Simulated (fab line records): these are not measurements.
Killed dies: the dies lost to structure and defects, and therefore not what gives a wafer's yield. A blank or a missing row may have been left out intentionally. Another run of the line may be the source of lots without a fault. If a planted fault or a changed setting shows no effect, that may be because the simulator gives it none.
What tool caused it? -- flow n5Finfet -- 8 lots, 24 wafers sampled, at 5 steps of a route of 1938

WHAT EACH GAUGE READ, for each wafer
N5_BEOL_M4_RC_MEAS_101. Usual: DIBL_N 36.3 mV/V, standard deviation 1.1; DIBL_P 36.3 mV/V, standard deviation 1.4; IOFF_N 0.155 nA/um, standard deviation 0.019; IOFF_P 0.211 nA/um, standard deviation 0.027; ION_N 672 uA/um, standard deviation 8.5; ION_P 462 uA/um, standard deviation 5.8; SS_N 71.5 mV/dec, standard deviation 0.56; SS_P 73.3 mV/dec, standard deviation 0.52; VT_N 249.9 mV, standard deviation 2.5; VT_P -249.8 mV, standard deviation 2.8.
lot,measured,on,DIBL_N (mV/V),DIBL_P (mV/V),IOFF_N (nA/um),IOFF_P (nA/um),ION_N (uA/um),ION_P (uA/um),SS_N (mV/dec),SS_P (mV/dec),VT_N (mV),VT_P (mV),flag
L913,day 15 10:38,prober-01,36.8 34.9 37.2,37.0 35.0 37.4,0.144 0.116 0.153,0.238 0.204 0.250,663 650 665,460 455 460,72.3 71.6 72.1,73.7 72.6 73.7,251.8 257.1 251.9,-247.6 -250.4 -248.8,
L914,day 15 19:02,prober-02,36.0 34.5 36.7,35.6 33.9 36.1,0.151 0.128 0.169,0.238 0.210 0.253,667 662 682,468 464 467,71.7 70.8 71.6,73.2 72.8 72.9,248.3 253.7 245.5,-246.1 -245.9 -243.8,
L923,day 16 04:41,prober-02,37.2 38.7 37.2,36.6 36.8 35.6,0.171 0.196 0.161,0.241 0.250 0.223,678 671 674,467 461 464,72.2 72.8 71.9,73.7 73.2 73.3,251.6 246.3 247.5,-246.2 -246.9 -249.5,
L921,day 16 08:40,prober-01,34.9 34.3 34.9,37.6 36.8 36.6,0.168 0.150 0.157,0.241 0.235 0.232,668 673 665,470 472 465,70.4 71.7 71.8,73.3 73.1 72.6,247.3 249.5 251.7,-247.3 -244.4 -248.7,
L917,day 16 16:17,prober-01,36.3 36.7 35.7,36.6 36.6 35.8,0.168 0.178 0.158,0.226 0.231 0.221,687 688 690,470 471 471,71.9 71.6 71.9,73.7 74.1 73.8,247.1 243.7 247.6,-248.9 -246.9 -246.9,
L918,day 17 01:21,prober-02,38.3 37.5 36.9,37.3 35.8 35.6,0.176 0.154 0.149,0.236 0.206 0.204,677 680 669,462 465 457,71.2 71.6 71.5,73.9 73.1 73.6,245.9 252.5 250.5,-248.3 -249.6 -249.6,
L908,day 17 15:38,prober-02,35.6 35.7 36.2,35.6 36.2 36.6,0.134 0.138 0.144,0.184 0.190 0.195,670 664 668,460 463 461,71.4 71.3 71.4,73.3 72.7 73.2,250.1 251.8 250.7,-253.3 -253.4 -251.7,
L922,day 17 17:07,prober-01,35.6 36.3 36.0,35.2 34.7 35.2,0.158 0.159 0.158,0.210 0.200 0.205,682 666 675,464 459 458,72.1 72.0 71.3,73.3 73.4 73.0,248.2 249.2 249.8,-248.4 -250.9 -249.2,

N5_BEOL_M13_OCD_MEAS_35. Usual: 414 nm for trenchDepthNm, sd 5.7.
lot,measured,on,trenchDepthNm (nm),flag
L913,day 18 12:53,ocd-01,422 414 416,
L914,day 19 00:48,ocd-01,0 1 0,OFF
L923,day 19 14:19,ocd-02,416 424 413,
L921,day 19 14:13,ocd-02,415 426 424,
L917,day 19 17:02,ocd-01,0 0 0,OFF
L918,day 20 09:28,ocd-02,0 0 0,OFF
L908,day 21 04:22,ocd-02,417 408 413,
L922,day 20 22:02,ocd-01,410 402 404,

TOOL THAT RAN EACH LOT (tool first, then ch and the chambers of the sampled wafers, then the start)
lot,N5_BEOL_M13_STRIP_63,N5_BEOL_M13_ETCH_67,N5_BEOL_M13_TRENCH_ETCH_34
L913,"plasmaAsher-02 ch 0,1, day 18 11:31","rieDiel-01 ch 0,2, day 18 12:20","rieDiel-01 ch 0,2, day 18 12:43"
L914,"plasmaAsher-01 ch 0,1, day 18 23:36","rieDiel-06 ch 1,2,3, day 19 00:15","rieDiel-06 ch 1,2,3, day 19 00:37"
L923,"plasmaAsher-01 ch 0,1, day 19 13:03","rieDiel-06 ch 1,2,3, day 19 13:47","rieDiel-06 ch 1,2,3, day 19 14:09"
L921,"plasmaAsher-02 ch 0,1, day 19 12:39","rieDiel-01 ch 0,2,3, day 19 13:40","rieDiel-01 ch 0,2,3, day 19 14:02"
L917,"plasmaAsher-01 ch 0,1, day 19 15:50","rieDiel-01 ch 0,2,3, day 19 16:29","rieDiel-01 ch 0,2,3, day 19 16:52"
L918,"plasmaAsher-02 ch 0,1, day 20 08:07","rieDiel-06 ch 0,1,2, day 20 08:55","rieDiel-06 ch 0,1,2, day 20 09:17"
L908,"plasmaAsher-02 ch 0,1, day 21 03:02","rieDiel-03 ch 1,2,3, day 21 03:49","rieDiel-03 ch 1,2,3, day 21 04:11"
L922,"plasmaAsher-02 ch 0,1, day 20 20:51","rieDiel-03 ch 1,3, day 20 21:29","rieDiel-03 ch 1,3, day 20 21:51"
- N5_BEOL_M13_STRIP_63: strips in N2/H2.
- N5_BEOL_M13_ETCH_67: etches SiARC in CF4, target depth 143 nm, time 238.3 s.
- N5_BEOL_M13_TRENCH_ETCH_34: etches SiOC in C4F8/O2/Ar, target depth 413.47 nm, time 162.6 s.

WHAT THE TOOLS THEMSELVES READ (means of the sampled wafers that have a number; where no wafer has one, the mark that the record gives instead)
N5_BEOL_M13_STRIP_63. Usual: drypumpMotorCurrentA 5.9 A, standard deviation 0.62; heaterPowerW 311 W, standard deviation 15; oesProductAu 0.674 a.u., standard deviation 0.0048; stripTimeToEndpointS 27.9 s, standard deviation 0.98.
lot,tool,drypumpMotorCurrentA (A),heaterPowerW (W),oesProductAu (a.u.),stripTimeToEndpointS (s),flag
L913,plasmaAsher-02,6.1,325,0.670,26.0,
L914,plasmaAsher-01,6.0,296,0.678,28.8,
L923,plasmaAsher-01,6.1,291,0.672,28.3,
L921,plasmaAsher-02,6.1,320,0.678,27.3,
L917,plasmaAsher-01,6.0,290,0.679,29.2,
L918,plasmaAsher-02,5.6,318,0.676,28.1,
L908,plasmaAsher-02,5.6,322,0.669,27.3,
L922,plasmaAsher-02,5.6,327,0.677,28.0,

N5_BEOL_M13_ETCH_67. Usual: biasW 36.01 W, standard deviation 0.1; cf4FlowSccm 100.0 sccm, standard deviation 0.33; drypumpMotorCurrentA 5.8 A, standard deviation 0.34; etchRfOnTimeS 237 s, standard deviation 3.4; oesProductAu 0.70 a.u., standard deviation 0.053; rfVppV 184.1 V, standard deviation 1.2; showerheadPlenumPTorr 2.15 Torr, standard deviation 0.068; throttleValvePct 15.59 %, standard deviation 0.19.
lot,tool,biasW (W),cf4FlowSccm (sccm),drypumpMotorCurrentA (A),etchRfOnTimeS (s),oesProductAu (a.u.),rfVppV (V),showerheadPlenumPTorr (Torr),throttleValvePct (%),flag
L913,rieDiel-01,36.06,99.7,5.6,239,0.67,184.1,2.13,15.81,
L914,rieDiel-06,36.00,99.9,5.9,233,0.72,184.6,2.17,15.48,
L923,rieDiel-06,35.93,99.9,5.9,237,0.70,185.2,2.16,15.49,
L921,rieDiel-01,35.94,100.0,5.7,238,0.67,185.1,2.13,15.70,
L917,rieDiel-01,35.90,99.7,5.7,237,0.68,183.4,2.13,15.70,
L918,rieDiel-06,36.08,100.1,6.1,242,0.65,183.7,2.14,15.69,
L908,rieDiel-03,35.96,99.9,5.8,238,0.68,183.7,2.13,15.48,
L922,rieDiel-03,36.02,99.7,5.8,238,0.67,182.5,2.09,15.44,

N5_BEOL_M13_TRENCH_ETCH_34. Usual: C4F8_flow_sccm 15.00 sccm, standard deviation 0.041; O2_flow_sccm 7.999 sccm, standard deviation 0.025; drypumpMotorCurrentA 5.8 A, standard deviation 0.35; oesProductAu 0.82 a.u., standard deviation 0.063; rfVppV 666 V, standard deviation 3.1; showerheadPlenumPTorr 3.43 Torr, standard deviation 0.11; throttleValvePct 24.20 %, standard deviation 0.19.
lot,tool,C4F8_flow_sccm (sccm),O2_flow_sccm (sccm),drypumpMotorCurrentA (A),oesProductAu (a.u.),rfVppV (V),showerheadPlenumPTorr (Torr),throttleValvePct (%),flag
L913,rieDiel-01,14.98,8.022,5.6,0.79,664,3.39,24.42,
L914,rieDiel-06,-,-,-,-,-,-,-,OFF
L923,rieDiel-06,14.97,7.986,5.9,0.82,667,3.46,24.10,
L921,rieDiel-01,14.99,7.996,5.7,0.80,664,3.40,24.29,
L917,rieDiel-01,-,-,-,-,-,-,-,OFF
L918,rieDiel-06,-,-,-,-,-,-,-,OFF
L908,rieDiel-03,15.00,7.992,5.8,0.79,665,3.39,24.04,
L922,rieDiel-03,15.00,8.010,5.9,0.78,664,3.34,23.96,

THE ANSWER, worked out from the rows above alone
Rule: a lot counts as off when the mean over its wafers that have a number is more than 3 standard deviations away from the usual mean. Also off: a lot with no number at a reading for which 4 or more lots have one. The other lots that the step has rows for count as sound. After the gauges, taken in route order, come the tools' own readings; for these a lot's mean is taken, as printed above. At the first step where some lot is off, the reading lying furthest off is the one used; lots without a number count as furthest.
Off: L914, L917, L918, at N5_BEOL_M13_OCD_MEAS_35 (trenchDepthNm).
A tool fits if, at a process step before that reading, it ran every lot that is off, and no sound lot after the first of them. The gauges at N5_BEOL_M13_OCD_MEAS_35 aren't tried: what is off there is off at N5_BEOL_M13_TRENCH_ETCH_34 too, on other tools, and a gauge's error can't cause that. No candidate that was tried fits.

WHAT WAS PUT IN BY THE SIMULATOR
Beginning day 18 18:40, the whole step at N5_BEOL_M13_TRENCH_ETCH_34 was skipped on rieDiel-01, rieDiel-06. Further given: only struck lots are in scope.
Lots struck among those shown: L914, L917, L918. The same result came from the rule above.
